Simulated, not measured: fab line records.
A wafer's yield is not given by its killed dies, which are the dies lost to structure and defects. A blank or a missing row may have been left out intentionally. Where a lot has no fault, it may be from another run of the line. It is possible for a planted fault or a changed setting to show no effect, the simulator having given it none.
Matching of chambers	flow n5 finfet	N5_PMOS_HMC_CHANNEL_EPI_STRIP_33 on rie diel-01 has 4 sister chambers
The step strips in N2/H2. 4 wafers are shown with their chamber, then 10 later ones without.

WAFERS, EACH WITH ITS CHAMBER
wafer	chamber	showerhead plenum p Torr (Torr)
L089.2	2	3.18
L091.1	0	3.27
L091.4	1	3.37
L091.5	3	3.30

WAFERS WITHOUT THEIR CHAMBER
wafer	showerhead plenum p Torr (Torr)
L091.6	3.27
L095.1	3.29
L095.2	3.26
L095.3	3.37
L095.4	3.58
L095.5	3.58
L095.6	3.29
L096.1	3.37
L096.3	3.29
L096.6	3.58

CHAMBER TAKEN BY EACH
wafer	from the rows above	in truth
L091.6	can't be placed: 0 or 3 or 2 or 1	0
L095.1	can't be placed: 3 or 0 or 1 or 2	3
L095.2	can't be placed: 0 or 3 or 2 or 1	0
L095.3	can't be placed: 1 or 3 or 0 or 2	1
L095.4	can't be placed: 1 or 3 or 0 or 2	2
L095.5	can't be placed: 1 or 3 or 0 or 2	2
L095.6	can't be placed: 3 or 0 or 1 or 2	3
L096.1	can't be placed: 1 or 3 or 0 or 2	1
L096.3	can't be placed: 3 or 0 or 1 or 2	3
L096.6	can't be placed: 1 or 3 or 0 or 2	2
Correctly placed: 0 of 10. From these rows, 10 cannot be placed; in 10 the true chamber is one of the candidates. 0 placed wrongly.
How it was worked out, from the rows above alone: a wafer's distance from a chamber is the root of the sum, over the readings, of the square of ((its reading less the chamber's mean) divided by the reading's scatter). The wafer belongs to the nearest chamber; if the next one is less than 2 further off, it can't be placed. For every chamber, the mean is computed from those of its wafers that are shown. The scatter: root of mean squared gap, hidden wafer to nearest shown wafer, with one shown wafer a chamber.
